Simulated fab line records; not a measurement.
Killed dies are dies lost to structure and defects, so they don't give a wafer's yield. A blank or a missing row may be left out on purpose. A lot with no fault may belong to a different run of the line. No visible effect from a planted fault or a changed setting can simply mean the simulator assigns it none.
The tool behind it: which one? | flow n5Finfet | 11 lots, 33 wafers sampled, at 3 steps of a route of 1938

WHAT THE GAUGES SHOWED, per wafer
N5_PASSIVATION_CD_MEAS_44: the cd target is 40000 nm.
lot  | measured     | on       | cdNm (nm)
L315 | day 12 23:43 | cdSem-01 | 40003 40005 39997
L316 | day 13 03:11 | cdSem-01 | 40006 40005 39996
L319 | day 15 02:26 | cdSem-02 | 39998 40005 39993
L318 | day 15 10:25 | cdSem-02 | 40004 40002 40007
L320 | day 16 08:49 | cdSem-01 | 40004 40001 40004
L321 | day 16 08:13 | cdSem-03 | 40008 40007 40005
L322 | day 16 18:12 | cdSem-01 | 40001 39997 40006
L323 | day 17 07:59 | cdSem-03 | 39999 39998 40000
L324 | day 17 08:40 | cdSem-01 | 40008 40007 40005
L325 | day 17 19:32 | cdSem-03 | 40005 40001 40000
L334 | day 19 23:50 | cdSem-01 | 40005 40003 40000

EACH LOT AND THE TOOL THAT RAN IT (in order: tool; ch and the chambers of the sampled wafers; start)
lot  | N5_BEOL_M7_PRE_CLEAN_45     | N5_PASSIVATION_DESCUM_32
L315 | pvdSputter-02, day 10 02:13 | rieDiel-05 ch 0,1,2, day 12 21:56
L316 | pvdSputter-03, day 10 06:09 | rieDiel-03 ch 1,3, day 13 01:24
L319 | pvdSputter-02, day 12 05:32 | rieDiel-05 ch 0,3, day 15 00:47
L318 | pvdSputter-03, day 12 08:30 | rieDiel-05 ch 2,3, day 15 08:46
L320 | pvdSputter-01, day 13 00:13 | rieDiel-05 ch 0,1, day 16 07:08
L321 | pvdSputter-03, day 13 03:32 | rieDiel-03 ch 1,2,3, day 16 06:11
L322 | pvdSputter-02, day 13 08:19 | rieDiel-05 ch 0,1,3, day 16 16:26
L323 | pvdSputter-02, day 13 15:05 | rieDiel-01 ch 0,2,3, day 17 06:05
L324 | pvdSputter-02, day 14 03:44 | rieDiel-03 ch 0,1,3, day 17 07:00
L325 | pvdSputter-02, day 14 11:05 | rieDiel-03 ch 0,1,3, day 17 17:46
L334 | pvdSputter-03, day 16 10:34 | rieDiel-01 ch 1,2,3, day 19 22:01
- N5_BEOL_M7_PRE_CLEAN_45: time 30 s.
- N5_PASSIVATION_DESCUM_32: chemistry O2, time 7.9 s.

THE ANSWER, worked out from the rows above alone
Rule: usual is defined by the lots themselves. Put in order of their means at a reading, lots are off if they are a third of the lots or fewer, leave a main group of 4 or more, and stand apart from it by a gap of 3 or more times the standard deviation of the main group's means; of several such gaps the widest counts. If all means in a main group match to the digits the tables above print for the reading, that group is not used. Also off: a lot with no number at a reading for which 4 or more lots have one. Any other lot the step has rows for is counted as sound.
Nothing can be told from this: no lot is off at any reading shown.

WHAT THE SIMULATOR HAD PUT IN
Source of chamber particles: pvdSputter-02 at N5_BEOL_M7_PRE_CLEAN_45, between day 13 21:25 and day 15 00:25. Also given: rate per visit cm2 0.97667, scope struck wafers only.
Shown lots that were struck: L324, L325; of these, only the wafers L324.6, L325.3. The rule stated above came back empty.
